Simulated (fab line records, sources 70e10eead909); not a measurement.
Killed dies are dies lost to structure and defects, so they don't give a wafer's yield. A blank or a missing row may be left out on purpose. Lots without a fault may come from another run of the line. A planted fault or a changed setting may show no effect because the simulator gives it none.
Chamber matching | flow nand_harc | NHARC_P_BONDPAD_STRIP_15 on rie_diel-01: 4 sister chambers
The step strips in O2. 30 wafers are shown with their chamber, then 12 later ones without.

WAFERS WITH THEIR CHAMBER
wafer  | chamber | showerhead_plenum_p_Torr (Torr) | drypump_motor_current_A (A) | oes_product_au (a.u.)
L074.1 | 1       | 3.54                            | 5.6                         | 0.990
L074.5 | 3       | 3.31                            | 5.2                         | 0.999
L074.6 | 0       | 3.76                            | 5.8                         | 1.006
L075.1 | 2       | 3.50                            | 5.8                         | 0.991
L075.2 | 0       | 3.76                            | 5.8                         | 1.000
L075.3 | 3       | 3.31                            | 5.2                         | 0.995
L075.4 | 1       | 3.54                            | 5.6                         | 0.992
L075.5 | 3       | 3.31                            | 5.2                         | 1.009
L075.6 | 2       | 3.50                            | 5.7                         | 0.996
L076.1 | 2       | 3.50                            | 5.7                         | 1.002
L076.3 | 3       | 3.31                            | 5.2                         | 1.004
L076.4 | 0       | 3.76                            | 5.8                         | 0.999
L077.3 | 1       | 3.54                            | 5.6                         | 0.986
L077.5 | 2       | 3.50                            | 5.7                         | 0.991
L077.6 | 1       | 3.54                            | 5.6                         | 0.989
L081.1 | 1       | 3.54                            | 5.7                         | 0.992
L081.2 | 0       | 3.76                            | 5.8                         | 0.995
L081.5 | 1       | 3.54                            | 5.6                         | 0.989
L085.3 | 2       | 3.50                            | 5.7                         | 0.989
L085.5 | 0       | 3.76                            | 5.8                         | 0.994
L085.6 | 1       | 3.54                            | 5.6                         | 0.985
L088.2 | 3       | 3.30                            | 5.2                         | 1.003
L088.5 | 0       | 3.76                            | 5.8                         | 0.995
L088.6 | 1       | 3.54                            | 5.6                         | 0.996
L089.1 | 3       | 3.30                            | 5.2                         | 1.005
L089.2 | 0       | 3.76                            | 5.8                         | 1.008
L089.4 | 1       | 3.54                            | 5.6                         | 0.999
L091.2 | 1       | 3.54                            | 5.6                         | 1.007
L091.3 | 2       | 3.50                            | 5.7                         | 1.004
L091.4 | 0       | 3.76                            | 5.8                         | 0.998

SIGNATURES (means of the wafers above)
reading                  | chamber 0 | chamber 1 | chamber 2 | chamber 3 | scatter within a chamber
showerhead_plenum_p_Torr | 3.7600    | 3.5400    | 3.5000    | 3.3067    | 0.00226
drypump_motor_current_A  | 5.800     | 5.610     | 5.717     | 5.200     | 0.0258
oes_product_au           | 0.99938   | 0.99250   | 0.99550   | 1.00250   | 0.00588
Rule: a wafer's distance from a chamber is the root of the sum, over the readings, of the square of ((its reading less the chamber's mean) divided by the reading's scatter). The wafer belongs to the nearest chamber; if the next one is less than 2 further off, it can't be placed. The scatter: the root of (the sum of the squares of (reading less its chamber's mean) over the shown wafers, divided by (wafers less chambers)).

WAFERS WITHOUT THEIR CHAMBER
wafer  | showerhead_plenum_p_Torr (Torr) | drypump_motor_current_A (A) | oes_product_au (a.u.)
L094.1 | 3.50                            | 5.7                         | 1.015
L094.2 | 3.30                            | 5.2                         | 1.006
L094.4 | 3.30                            | 5.2                         | 1.012
L095.1 | 3.50                            | 5.8                         | 1.001
L095.3 | 3.76                            | 5.8                         | 0.987
L095.4 | 3.50                            | 5.8                         | 1.014
L096.1 | 3.53                            | 5.6                         | 0.998
L096.3 | 3.76                            | 5.8                         | 0.988
L096.5 | 3.53                            | 5.6                         | 0.994
L096.2 | 3.50                            | 5.7                         | 0.999
L096.4 | 3.30                            | 5.2                         | 0.992
L096.6 | 3.76                            | 5.8                         | 0.996

WHICH CHAMBER EACH WENT THROUGH
wafer  | from the rows above | in truth
L094.1 | 2                   | 2
L094.2 | 3                   | 3
L094.4 | 3                   | 3
L095.1 | 2                   | 2
L095.3 | 0                   | 0
L095.4 | 2                   | 2
L096.1 | 1                   | 1
L096.3 | 0                   | 0
L096.5 | 1                   | 1
L096.2 | 2                   | 2
L096.4 | 3                   | 3
L096.6 | 0                   | 0
Placed correctly: 12 of 12. Can't be placed from these rows: 0. Placed wrongly: 0.
